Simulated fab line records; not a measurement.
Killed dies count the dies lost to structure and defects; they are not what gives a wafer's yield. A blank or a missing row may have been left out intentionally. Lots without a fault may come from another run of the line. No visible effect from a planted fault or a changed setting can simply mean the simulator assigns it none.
A struck lot beside a sound one || flow n5 finfet || 36 out of 1938 route steps
Sound: these wafers, L249.3, L249.4, L249.5. Wafers L251.3, L251.5, L251.6 were the ones struck. The cause is named last.
Each step with rows lists, per side, the tool, then ch with its chambers, then its first start. Under that, the readings that differ: sound wafers || struck wafers || difference of the means || sigmas: that difference in standard deviations of wafers without a fault.
alike: readings whose means differ by less than 2 such deviations, and words and numbers that are the same on both sides. not compared: withheld readings, readings that some wafer has no value for, bounds like >300 that may hide the same value, and numbers for which the record gives no deviation and whose values overlap.
A row with sigmas, a row that says differs or no value, or rows on one side alone: a step with any of these is where the two part. Numbers that have no deviation but don't overlap get no sigmas and don't part them. Lack of a reading on every wafer of one side parts them only where that side has two or more wafers.

first, 9 steps without rows for these wafers: N5_BEOL_M4_ANNEAL_95 (time 240 s); N5_BEOL_M4_SPUTTER_96 (material Cu, target thk 4.5 nm, time 8.29 s); N5_BEOL_M4_ECD_50 (material Cu, target thk 300 nm); N5_BEOL_M4_ANNEAL_51 (time 90 s); N5_BEOL_M4_CMP_52 (polishes, stops on SiOC, t overpolish 6.8 s, target thk 40 nm); N5_BEOL_M4_PRE_CLEAN_60 (time 15 s); N5_BEOL_M4_CO_CAP_55 (material Co, precursor CCTBA/H2, target thk 2 nm, time 102.1 s); N5_BEOL_M4_PRE_CLEAN_56 (time 15 s); N5_BEOL_M4_DEP_57 (deposits SiCN from 3MS/NH3, target thk 8 nm, time 14 s).
N5_BEOL_M4_RC_MEAS_101:
  sound on prober-01 ch 0, day 8 00:11; struck on prober-02 ch 0, day 8 07:55
  alike: DIBL_N, DIBL_P, IOFF_N, IOFF_P, ION_N, ION_P, SS_N, SS_P, VT_N, VT_P
then, 24 steps without rows for these wafers: N5_BEOL_M5_ILD_DEP_00 (deposits SiCOH lowk from DEMS/porogen, target thk 140.64 nm, time 25.9 s); N5_BEOL_M5_CURE_79 (cures SiCOH lowk, time 240 s); N5_BEOL_M5_PECVD_70 (deposits SiO2 from TEOS/O2, target thk 16 nm, time 18 s); N5_BEOL_M5_HM_DEP_02 (deposits TiN, target thk 20 nm); N5_BEOL_M5_COAT_59 (time 60 s, resist thk 60 nm); N5_BEOL_M5_COAT_60 (time 60 s, resist thk 12 nm); N5_BEOL_M5_COAT_71 (time 60 s, resist thk 5 nm); N5_BEOL_M5_COAT_05 (resist thk 30 nm); N5_BEOL_M5_EBR_07; N5_BEOL_M5_SOFTBAKE_06 (time 60 s); N5_BEOL_M5_EXPOSE_08 (exposes mask M5, target cd 28 nm); N5_BEOL_M5_PEB_09 (peb time 60 s); N5_BEOL_M5_DEVELOP_10 (develop time 30 s); N5_BEOL_M5_DESCUM_16 (chemistry O2, time 7 s); N5_BEOL_M5_ETCH_72 (etches underlayer in N2/H2, target depth 6.5 nm, time 5.2 s); N5_BEOL_M5_ETCH_61 (etches SiARC in CF4, target depth 15.6 nm, time 26 s); N5_BEOL_M5_ETCH_62 (etches SOC in N2/H2, target depth 75 nm, overetch 15 nm, time 112.5 s); N5_BEOL_M5_STRIP_63 (strips in N2/H2); N5_BEOL_M5_STRIP_73 (strips in N2/H2); N5_BEOL_M5_STRIP_64 (strips in CF4); N5_BEOL_M5_HM_OPEN_17 (chemistry Cl2/BCl3, target TiN, target depth 20 nm, overetch 6 nm); N5_BEOL_M5_STRIP_19 (strips in O2); N5_BEOL_M5_COAT_65 (time 60 s, resist thk 60 nm); N5_BEOL_M5_COAT_66 (time 60 s, resist thk 12 nm).
-- a jump in the record: the struck wafers' starts before and after are 4 days apart (it breaks off in module BEOL_M5 and resumes in module PASSIVATION, where the first step shown is number 1936 of the route) --
N5_PASSIVATION_STRIP_14: strips in O2.
  sound on rie diel-04 ch 0,1, day 11 21:14; struck on rie diel-01 ch 0,1, day 12 04:02
  no value came back on the struck wafers for any of 7 readings (bias power w (W), chamber pressure mTorr (mTorr) and others); on the sound wafers bias power w (W) reads 0 0 0
  not compared: rf hours counter h, model.coat_of_PASSIVATION_COAT_04.thk nm
N5_PASSIVATION_PROBE_49:
  rows exist in the record for the struck wafers here (prober-02, day 12 11:34), but not for the sound ones

WHERE THEY PART
Last at N5_PASSIVATION_PROBE_49 as far as this record goes, first at N5_PASSIVATION_STRIP_14.

WHY: the cause the simulator had injected
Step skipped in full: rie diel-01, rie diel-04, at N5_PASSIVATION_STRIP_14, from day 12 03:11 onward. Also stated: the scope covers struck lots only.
